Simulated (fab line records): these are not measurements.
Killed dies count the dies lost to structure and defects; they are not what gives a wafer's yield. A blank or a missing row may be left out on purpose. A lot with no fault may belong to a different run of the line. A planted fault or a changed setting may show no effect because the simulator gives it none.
Chamber matching || flow n5-finfet || rie-diel-05 running N5_BEOL_M14_STRIP_37: 3 sister chambers
The step strips in O2. 14 wafers are shown with their chamber, then 6 later ones without.

## WAFERS PAIRED WITH THEIR CHAMBERS
{"wafer": "L079.1", "chamber": 0, "drypump-motor-current-A (A)": 4.8, "showerhead-plenum-p-Torr (Torr)": 2.25, "throttle-valve-pct (%)": 16.68}
{"wafer": "L079.3", "chamber": 1, "drypump-motor-current-A (A)": 5.4, "showerhead-plenum-p-Torr (Torr)": 2.21, "throttle-valve-pct (%)": 16.66}
{"wafer": "L079.6", "chamber": 0, "drypump-motor-current-A (A)": 4.8, "showerhead-plenum-p-Torr (Torr)": 2.25, "throttle-valve-pct (%)": 16.70}
{"wafer": "L084.2", "chamber": 1, "drypump-motor-current-A (A)": 5.3, "showerhead-plenum-p-Torr (Torr)": 2.20, "throttle-valve-pct (%)": 16.69}
{"wafer": "L084.3", "chamber": 2, "drypump-motor-current-A (A)": 5.3, "showerhead-plenum-p-Torr (Torr)": 2.12, "throttle-valve-pct (%)": 16.42}
{"wafer": "L084.5", "chamber": 0, "drypump-motor-current-A (A)": 4.8, "showerhead-plenum-p-Torr (Torr)": 2.24, "throttle-valve-pct (%)": 16.69}
{"wafer": "L083.1", "chamber": 2, "drypump-motor-current-A (A)": 5.3, "showerhead-plenum-p-Torr (Torr)": 2.12, "throttle-valve-pct (%)": 16.43}
{"wafer": "L083.2", "chamber": 0, "drypump-motor-current-A (A)": 4.8, "showerhead-plenum-p-Torr (Torr)": 2.24, "throttle-valve-pct (%)": 16.71}
{"wafer": "L083.3", "chamber": 1, "drypump-motor-current-A (A)": 5.3, "showerhead-plenum-p-Torr (Torr)": 2.20, "throttle-valve-pct (%)": 16.68}
{"wafer": "L083.4", "chamber": 2, "drypump-motor-current-A (A)": 5.3, "showerhead-plenum-p-Torr (Torr)": 2.11, "throttle-valve-pct (%)": 16.42}
{"wafer": "L083.5", "chamber": 0, "drypump-motor-current-A (A)": 4.8, "showerhead-plenum-p-Torr (Torr)": 2.24, "throttle-valve-pct (%)": 16.75}
{"wafer": "L083.6", "chamber": 1, "drypump-motor-current-A (A)": 5.3, "showerhead-plenum-p-Torr (Torr)": 2.20, "throttle-valve-pct (%)": 16.66}
{"wafer": "L090.1", "chamber": 1, "drypump-motor-current-A (A)": 5.3, "showerhead-plenum-p-Torr (Torr)": 2.20, "throttle-valve-pct (%)": 16.70}
{"wafer": "L090.2", "chamber": 2, "drypump-motor-current-A (A)": 5.3, "showerhead-plenum-p-Torr (Torr)": 2.11, "throttle-valve-pct (%)": 16.42}

SIGNATURES, as means of the wafers listed above
{"reading": "drypump-motor-current-A", "chamber 0": 4.800, "chamber 1": 5.320, "chamber 2": 5.300, "scatter within a chamber": 0.027}
{"reading": "showerhead-plenum-p-Torr", "chamber 0": 2.2440, "chamber 1": 2.2020, "chamber 2": 2.1150, "scatter within a chamber": 0.00522}
{"reading": "throttle-valve-pct", "chamber 0": 16.7060, "chamber 1": 16.6780, "chamber 2": 16.4225, "scatter within a chamber": 0.0197}
Rule: a wafer's distance from a chamber is the root of the sum, over the readings, of the square of ((its reading less the chamber's mean) divided by the reading's scatter). If the next closest chamber is less than 2 further off than the closest, the wafer can't be placed; otherwise it belongs to the closest. The scatter is the square root of a quotient: the sum, over the shown wafers, of each reading's squared deviation from its chamber's mean, divided by wafers minus chambers.

## WAFERS WHOSE CHAMBER IS MISSING
{"wafer": "L090.5", "drypump-motor-current-A (A)": 5.3, "showerhead-plenum-p-Torr (Torr)": 2.11, "throttle-valve-pct (%)": 16.44}
{"wafer": "L094.1", "drypump-motor-current-A (A)": 5.3, "showerhead-plenum-p-Torr (Torr)": 2.19, "throttle-valve-pct (%)": 16.77}
{"wafer": "L094.4", "drypump-motor-current-A (A)": 5.3, "showerhead-plenum-p-Torr (Torr)": 2.11, "throttle-valve-pct (%)": 16.46}
{"wafer": "L094.6", "drypump-motor-current-A (A)": 5.3, "showerhead-plenum-p-Torr (Torr)": 2.19, "throttle-valve-pct (%)": 16.74}
{"wafer": "L097.2", "drypump-motor-current-A (A)": 5.3, "showerhead-plenum-p-Torr (Torr)": 2.11, "throttle-valve-pct (%)": 16.47}
{"wafer": "L097.5", "drypump-motor-current-A (A)": 5.3, "showerhead-plenum-p-Torr (Torr)": 2.10, "throttle-valve-pct (%)": 16.50}

## CHAMBER TAKEN BY EACH
{"wafer": "L090.5", "from the rows above": 2, "in truth": 2}
{"wafer": "L094.1", "from the rows above": 1, "in truth": 1}
{"wafer": "L094.4", "from the rows above": 2, "in truth": 2}
{"wafer": "L094.6", "from the rows above": 1, "in truth": 1}
{"wafer": "L097.2", "from the rows above": 2, "in truth": 2}
{"wafer": "L097.5", "from the rows above": 2, "in truth": 2}
6 of 6 placed correctly. Left unplaced by these rows: 0. Number placed wrongly: 0.
